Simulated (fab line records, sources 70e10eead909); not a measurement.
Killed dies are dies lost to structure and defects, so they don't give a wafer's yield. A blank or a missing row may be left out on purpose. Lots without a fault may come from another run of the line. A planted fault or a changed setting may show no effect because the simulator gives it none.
Chamber matching | flow nand_harc | NHARC_A_STAIRCASE_CMP_450 on cmp-04: 4 sister chambers
The step polishes SiO2, target thk 200 nm. 8 wafers are shown with their chamber, then 8 later ones without.

WAFERS WITH THEIR CHAMBER
wafer  | chamber | motor_current_A (A)
L078.2 | 0       | 11.6
L082.2 | 3       | 11.5
L082.3 | 1       | 11.2
L082.5 | 1       | 10.4
L083.1 | 0       | 11.7
L083.3 | 3       | 11.4
L083.5 | 2       | 11.5
L086.1 | 2       | 12.3

WAFERS WITHOUT THEIR CHAMBER
wafer  | motor_current_A (A)
L086.5 | 11.2
L086.6 | 11.3
L090.2 | 12.2
L090.3 | 11.6
L090.5 | 11.3
L094.3 | 12.2
L094.4 | 10.8
L094.5 | 11.8

WHICH CHAMBER EACH WENT THROUGH
wafer  | from the rows above               | in truth
L086.5 | can't be placed: 3 or 1 or 0 or 2 | 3
L086.6 | can't be placed: 3 or 0 or 1 or 2 | 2
L090.2 | can't be placed: 2 or 0 or 3      | 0
L090.3 | can't be placed: 0 or 3 or 2 or 1 | 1
L090.5 | can't be placed: 3 or 0 or 1 or 2 | 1
L094.3 | can't be placed: 2 or 0 or 3      | 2
L094.4 | can't be placed: 1 or 3           | 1
L094.5 | can't be placed: 2 or 0 or 3      | 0
Placed correctly: 0 of 8. Can't be placed from these rows: 8 (the true chamber is among the candidates in 8). Placed wrongly: 0.
How it was worked out, from the rows above alone: a wafer's distance from a chamber is the root of the sum, over the readings, of the square of ((its reading less the chamber's mean) divided by the reading's scatter). The wafer belongs to the nearest chamber; if the next one is less than 2 further off, it can't be placed. A chamber's mean is the mean of its shown wafers. The scatter: the root of (the sum of the squares of (reading less its chamber's mean) over the shown wafers, divided by (wafers less chambers)).
